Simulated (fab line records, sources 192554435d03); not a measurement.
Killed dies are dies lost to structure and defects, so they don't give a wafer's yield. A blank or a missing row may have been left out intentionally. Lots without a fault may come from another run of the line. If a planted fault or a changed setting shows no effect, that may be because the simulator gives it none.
Which tool did it? | flow n5-finfet | 11 lots, 33 wafers sampled, at 4 steps of a route of 1938

## WHAT THE GAUGES SHOWED, per wafer
N5_BEOL_M14_OVL_MEAS_29.
lot  | measured     | on         | M14_OVL (nm)
L960 | day 11 02:53 | overlay-01 | 8 11 7
L966 | day 13 12:49 | overlay-02 | -2 -7 -3
L968 | day 13 17:23 | overlay-01 | 11 0 -1
L965 | day 13 18:21 | overlay-02 | 2 -5 -5
L967 | day 13 20:58 | overlay-02 | 10 6 10
L969 | day 13 21:42 | overlay-01 | 3 4 2
L977 | day 15 20:38 | overlay-02 | 12 7 16
L979 | day 16 20:01 | overlay-01 | 5 9 6
L980 | day 17 14:20 | overlay-01 | 2 -7 1
L982 | day 17 17:00 | overlay-01 | 2 0 -1
L983 | day 18 07:10 | overlay-02 | -4 -2 -5

N5_BEOL_M14_INSPECT_55: inspects for defects (darkfield).
lot  | measured     | on                | raw-defect-count
L960 | day 11 07:09 | defect-inspect-02 | 64 81 85
L966 | day 13 16:11 | defect-inspect-02 | 69 82 50
L968 | day 13 20:21 | defect-inspect-02 | 41 36 43
L965 | day 13 21:29 | defect-inspect-01 | 95 98 60
L967 | day 13 23:52 | defect-inspect-02 | 69 76 52
L969 | day 14 00:28 | defect-inspect-02 | 45 51 59
L977 | day 16 01:01 | defect-inspect-01 | 72 47 67
L979 | day 17 00:07 | defect-inspect-01 | 78 71 52
L980 | day 17 21:15 | defect-inspect-01 | 86 100 64
L982 | day 17 21:57 | defect-inspect-02 | 84 54 80
L983 | day 18 12:50 | defect-inspect-01 | 43 56 41

## EACH LOT AND THE TOOL THAT RAN IT (in order: tool; ch and the chambers of the sampled wafers; start)
lot  | N5_BEOL_M14_ECD_47             | N5_BEOL_M14_CMP_49
L960 | ecd-cu-02 ch 0,1, day 11 05:40 | cmp-04 ch 0,2,3, day 11 06:46
L966 | ecd-cu-01 ch 1, day 13 15:11   | cmp-04 ch 0,1,2, day 13 15:44
L968 | ecd-cu-01 ch 0,1, day 13 19:25 | cmp-02 ch 0,2,3, day 13 19:58
L965 | ecd-cu-01 ch 0, day 13 20:34   | cmp-02 ch 1,2, day 13 21:02
L967 | ecd-cu-01 ch 0,1, day 13 22:28 | cmp-03 ch 0,1,3, day 13 23:20
L969 | ecd-cu-01 ch 0, day 13 23:22   | cmp-04 ch 0,2,3, day 14 00:04
L977 | ecd-cu-02 ch 0,1, day 15 23:50 | cmp-04 ch 2,3, day 16 00:34
L979 | ecd-cu-02 ch 0,1, day 16 23:10 | cmp-03 ch 0,1,3, day 16 23:38
L980 | ecd-cu-01 ch 0,1, day 17 19:52 | cmp-03 ch 0,3, day 17 20:49
L982 | ecd-cu-02 ch 0,1, day 17 20:20 | cmp-03 ch 0,3, day 17 21:28
L983 | ecd-cu-01 ch 0,1, day 18 11:29 | cmp-02 ch 0,1, day 18 12:23
- N5_BEOL_M14_ECD_47: material Cu, target thk 1248 nm.
- N5_BEOL_M14_CMP_49: polishes, stops on SiO2, t overpolish 5.2 s, target thk 560 nm.

## AS READ BY THE TOOLS THEMSELVES (means over the sampled wafers that have a number; for cases with no such wafer, the mark the record gives instead)
N5_BEOL_M14_CMP_49.
lot  | tool   | clearing-platen-down-force-psi (psi) | motor-current-A (A) | platen-rpm (rpm) | time-to-endpoint-s (s)
L960 | cmp-04 | 2.002                                | 9.1                 | 80.00            | 119
L966 | cmp-04 | 2.001                                | 8.5                 | 80.01            | 121
L968 | cmp-02 | 2.001                                | 8.6                 | 80.02            | 124
L965 | cmp-02 | 1.998                                | 8.1                 | 80.02            | 234
L967 | cmp-03 | 1.999                                | 7.6                 | 80.04            | 240
L969 | cmp-04 | 1.997                                | 9.1                 | 80.02            | 229
L977 | cmp-04 | 1.997                                | 9.4                 | 79.93            | 120
L979 | cmp-03 | 2.007                                | 7.6                 | 80.00            | 122
L980 | cmp-03 | 2.001                                | 7.5                 | 79.96            | 119
L982 | cmp-03 | 2.004                                | 7.4                 | 79.99            | 125
L983 | cmp-02 | 2.003                                | 9.0                 | 80.00            | 125

## THE ANSWER, worked out from the rows above alone
Rule: the lots themselves supply what counts as usual. The widest of any qualifying gaps counts: lots, ordered by their means at a reading, are off when they make up no more than a third of the lots, leave a main group of 4 or more, and stand apart from it by 3 or more times the standard deviation of that group's means. The tables above print the reading to a certain number of digits; a main group whose means all agree to those digits is not used. A lot without any number at a reading at which 4 lots or more have one is off too. Where the step has rows for the other lots, those lots are counted as sound. After the gauges, taken in route order, come the tools' own readings; for these a lot's mean is taken, as printed above. At the first step where some lot is off, the reading lying furthest off is the one used; lots without a number count as furthest.
Off: L965, L967, L969, at N5_BEOL_M14_CMP_49 (time-to-endpoint-s). Mean 122 s and standard deviation 2.4 in the main group.
If a tool, at that step or one of the process steps before it, ran each lot that is off and ran no sound lot following the first of them, it fits. No candidate that was tried fits.

## WHAT THE SIMULATOR HAD INSERTED
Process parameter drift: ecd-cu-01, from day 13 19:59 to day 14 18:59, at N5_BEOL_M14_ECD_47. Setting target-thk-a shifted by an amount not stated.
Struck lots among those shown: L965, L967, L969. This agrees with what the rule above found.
